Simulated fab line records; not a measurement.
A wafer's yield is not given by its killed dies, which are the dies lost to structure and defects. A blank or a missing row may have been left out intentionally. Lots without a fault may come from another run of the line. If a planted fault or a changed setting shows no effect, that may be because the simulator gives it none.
Split-lot study / flow n5-finfet / 21 wafers read across 7 lots, on a route 1938 steps long

SPLIT DETAILS
At N5_BEOL_M14_SPUTTER_43 (material TaN, target thk 15 nm, time 24.19 s), the setting power-w was moved away from the recipe's 15000 W on 8 of the 21 wafers read, by -10.8% to +17.7%. The other wafers ran this setting at the recipe's value.

Reading taken at the split's own step.

THE READING
TaN_of_BEOL_M14_SPUTTER_43.thk-nm (the simulator's own value, which no gauge read), in nm, at N5_BEOL_M14_SPUTTER_43 (material TaN, target thk 15 nm, time 24.19 s). The file gives no usual value for it. Average 15.0 nm, standard deviation 0.17 nm, over the 13 wafers here run with the recipe.

wafer=L080.1; tool, chamber at the split=pvd-sputter-02, -; power-w as run, W=15000; against the recipe=recipe; TaN_of_BEOL_M14_SPUTTER_43.thk-nm, nm=15.2; against lot-mates on the recipe=-
wafer=L080.4; tool, chamber at the split=pvd-sputter-02, -; power-w as run, W=15000; against the recipe=recipe; TaN_of_BEOL_M14_SPUTTER_43.thk-nm, nm=15.2; against lot-mates on the recipe=-
wafer=L080.2; tool, chamber at the split=pvd-sputter-02, -; power-w as run, W=13990; against the recipe=-6.7%; TaN_of_BEOL_M14_SPUTTER_43.thk-nm, nm=14; against lot-mates on the recipe=-1.2
wafer=L079.2; tool, chamber at the split=pvd-sputter-01, -; power-w as run, W=15000; against the recipe=recipe; TaN_of_BEOL_M14_SPUTTER_43.thk-nm, nm=14.8; against lot-mates on the recipe=-
wafer=L079.4; tool, chamber at the split=pvd-sputter-01, -; power-w as run, W=15000; against the recipe=recipe; TaN_of_BEOL_M14_SPUTTER_43.thk-nm, nm=14.8; against lot-mates on the recipe=-
wafer=L079.3; tool, chamber at the split=pvd-sputter-01, -; power-w as run, W=15000; against the recipe=recipe; TaN_of_BEOL_M14_SPUTTER_43.thk-nm, nm=15; against lot-mates on the recipe=-
wafer=L085.2; tool, chamber at the split=pvd-sputter-03, -; power-w as run, W=15000; against the recipe=recipe; TaN_of_BEOL_M14_SPUTTER_43.thk-nm, nm=15.2; against lot-mates on the recipe=-
wafer=L085.4; tool, chamber at the split=pvd-sputter-03, -; power-w as run, W=15000; against the recipe=recipe; TaN_of_BEOL_M14_SPUTTER_43.thk-nm, nm=14.8; against lot-mates on the recipe=-
wafer=L085.6; tool, chamber at the split=pvd-sputter-03, -; power-w as run, W=13380; against the recipe=-10.8%; TaN_of_BEOL_M14_SPUTTER_43.thk-nm, nm=13.2; against lot-mates on the recipe=-1.8
wafer=L094.2; tool, chamber at the split=pvd-sputter-02, -; power-w as run, W=15000; against the recipe=recipe; TaN_of_BEOL_M14_SPUTTER_43.thk-nm, nm=15.2; against lot-mates on the recipe=-
wafer=L094.5; tool, chamber at the split=pvd-sputter-02, -; power-w as run, W=15000; against the recipe=recipe; TaN_of_BEOL_M14_SPUTTER_43.thk-nm, nm=15; against lot-mates on the recipe=-
wafer=L094.6; tool, chamber at the split=pvd-sputter-02, -; power-w as run, W=15000; against the recipe=recipe; TaN_of_BEOL_M14_SPUTTER_43.thk-nm, nm=15; against lot-mates on the recipe=-
wafer=L093.2; tool, chamber at the split=pvd-sputter-02, -; power-w as run, W=15000; against the recipe=recipe; TaN_of_BEOL_M14_SPUTTER_43.thk-nm, nm=14.8; against lot-mates on the recipe=-
wafer=L093.3; tool, chamber at the split=pvd-sputter-02, -; power-w as run, W=17650; against the recipe=+17.7%; TaN_of_BEOL_M14_SPUTTER_43.thk-nm, nm=17.2; against lot-mates on the recipe=+2.4
wafer=L093.4; tool, chamber at the split=pvd-sputter-02, -; power-w as run, W=17650; against the recipe=+17.7%; TaN_of_BEOL_M14_SPUTTER_43.thk-nm, nm=17.4; against lot-mates on the recipe=+2.6
wafer=L095.2; tool, chamber at the split=pvd-sputter-01, -; power-w as run, W=13950; against the recipe=-7.0%; TaN_of_BEOL_M14_SPUTTER_43.thk-nm, nm=13.6; against lot-mates on the recipe=-1.2
wafer=L095.4; tool, chamber at the split=pvd-sputter-01, -; power-w as run, W=13950; against the recipe=-7.0%; TaN_of_BEOL_M14_SPUTTER_43.thk-nm, nm=13.8; against lot-mates on the recipe=-1.0
wafer=L095.5; tool, chamber at the split=pvd-sputter-01, -; power-w as run, W=15000; against the recipe=recipe; TaN_of_BEOL_M14_SPUTTER_43.thk-nm, nm=14.8; against lot-mates on the recipe=-
wafer=L097.1; tool, chamber at the split=pvd-sputter-03, -; power-w as run, W=14000; against the recipe=-6.7%; TaN_of_BEOL_M14_SPUTTER_43.thk-nm, nm=13.8; against lot-mates on the recipe=-1.2
wafer=L097.3; tool, chamber at the split=pvd-sputter-03, -; power-w as run, W=15000; against the recipe=recipe; TaN_of_BEOL_M14_SPUTTER_43.thk-nm, nm=15; against lot-mates on the recipe=-
wafer=L097.6; tool, chamber at the split=pvd-sputter-03, -; power-w as run, W=14000; against the recipe=-6.7%; TaN_of_BEOL_M14_SPUTTER_43.thk-nm, nm=14; against lot-mates on the recipe=-1.0

FIT RESULTS
A straight line over all 21 wafers: TaN_of_BEOL_M14_SPUTTER_43.thk-nm changes by +0.143 nm for each +1% of power-w; r = +0.98; the points scatter about the line by 0.18 nm.
The same after taking each lot's own level away (the mean of its wafers on the recipe; 21 wafers): +0.15 nm for each +1%; r = +0.99; scatter 0.12 nm.
That fit puts the effect of the largest move of power-w on the reading at 2.6 nm.
Across the lots, their own levels run from 14.80 to 15.20 nm, a range of 2.4 times the standard deviation given above.
The two slopes agree, so the slope changes little with the lot-to-lot level.
Check: with one of the wafers moved furthest among these (+17.7%) left out of the fit, the line predicts +2.72 nm for it against its lot-mates. It came out at +2.4 nm against them.

THE OTHER SPLITS THESE WAFERS WENT THROUGH
Other splits were also applied to these wafers ahead of the reading. Each is held against what the fit with the lots' levels taken away leaves over:
other split on the same wafers=N5_BEOL_M10_COAT_60 spin-rpm; wafers away from the commonest value=5; r with TaN_of_BEOL_M14_SPUTTER_43.thk-nm (lot level and that fit taken away)=+0.02
other split on the same wafers=N5_BEOL_M11_COAT_63 spin-rpm; wafers away from the commonest value=7; r with TaN_of_BEOL_M14_SPUTTER_43.thk-nm (lot level and that fit taken away)=-0.05
other split on the same wafers=N5_BEOL_M11_PEB_26 peb-time-s; wafers away from the commonest value=5; r with TaN_of_BEOL_M14_SPUTTER_43.thk-nm (lot level and that fit taken away)=+0.05
other split on the same wafers=N5_BEOL_M11_ETCH_66 time-s; wafers away from the commonest value=10; r with TaN_of_BEOL_M14_SPUTTER_43.thk-nm (lot level and that fit taken away)=-0.02
other split on the same wafers=N5_BEOL_M11_ETCH_41 time-s; wafers away from the commonest value=6; r with TaN_of_BEOL_M14_SPUTTER_43.thk-nm (lot level and that fit taken away)=-0.27
other split on the same wafers=N5_BEOL_M12_TRENCH_ETCH_34 time-s; wafers away from the commonest value=5; r with TaN_of_BEOL_M14_SPUTTER_43.thk-nm (lot level and that fit taken away)=-0.25
other split on the same wafers=N5_BEOL_M12_SPUTTER_44 time-s; wafers away from the commonest value=4; r with TaN_of_BEOL_M14_SPUTTER_43.thk-nm (lot level and that fit taken away)=+0.11

THE FILE'S OWN FIT
TaN_of_BEOL_M14_SPUTTER_43.thk-nm changes by +0.153 nm for each +1% of power-w, r = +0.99.
